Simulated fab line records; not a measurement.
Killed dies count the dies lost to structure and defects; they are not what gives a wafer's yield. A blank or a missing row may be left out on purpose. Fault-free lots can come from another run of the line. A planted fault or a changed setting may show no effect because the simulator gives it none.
Chamber matching :: flow n5-finfet :: N5_BEOL_M2_ETCH_64 on rie-diel-01: 4 sister chambers
The step etches SOC in N2/H2, target depth 75 nm, overetch 22.5 nm, time 121.9 s. 4 wafers are shown with their chamber, then 9 later ones without.

== WAFERS PAIRED WITH THEIR CHAMBERS ==
wafer: L082.1
chamber: 2
showerhead-plenum-p-Torr (Torr): 2.47

wafer: L083.1
chamber: 3
showerhead-plenum-p-Torr (Torr): 2.54

wafer: L083.4
chamber: 0
showerhead-plenum-p-Torr (Torr): 2.68

wafer: L083.6
chamber: 1
showerhead-plenum-p-Torr (Torr): 2.57

== WAFERS WHOSE CHAMBER IS MISSING ==
wafer: L085.2
showerhead-plenum-p-Torr (Torr): 2.47

wafer: L085.3
showerhead-plenum-p-Torr (Torr): 2.68

wafer: L085.6
showerhead-plenum-p-Torr (Torr): 2.54

wafer: L090.1
showerhead-plenum-p-Torr (Torr): 2.67

wafer: L090.4
showerhead-plenum-p-Torr (Torr): 2.56

wafer: L090.5
showerhead-plenum-p-Torr (Torr): 2.56

wafer: L096.1
showerhead-plenum-p-Torr (Torr): 2.46

wafer: L096.2
showerhead-plenum-p-Torr (Torr): 2.56

wafer: L096.3
showerhead-plenum-p-Torr (Torr): 2.53

== EACH ONE'S CHAMBER ==
wafer: L085.2
from the rows above: 2
in truth: 2

wafer: L085.3
from the rows above: 0
in truth: 0

wafer: L085.6
from the rows above: 3
in truth: 3

wafer: L090.1
from the rows above: 0
in truth: 0

wafer: L090.4
from the rows above: can't be placed: 1 or 3
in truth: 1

wafer: L090.5
from the rows above: can't be placed: 1 or 3
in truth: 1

wafer: L096.1
from the rows above: 2
in truth: 2

wafer: L096.2
from the rows above: can't be placed: 1 or 3
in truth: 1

wafer: L096.3
from the rows above: 3
in truth: 3
Correct placement for 6 of the 9. Unplaceable from these rows: 3, with the true chamber sitting among the candidates in 3. Wrongly placed: 0.
How it was worked out, from the rows above alone: a wafer's distance from a chamber is the root of the sum, over the readings, of the square of ((its reading less the chamber's mean) divided by the reading's scatter). The wafer belongs to the nearest chamber; if the next one is less than 2 further off, it can't be placed. For every chamber, the mean is computed from those of its wafers that are shown. The scatter: with one shown wafer a chamber, the root of the mean of the squares of how far each hidden wafer lies from its nearest shown one.
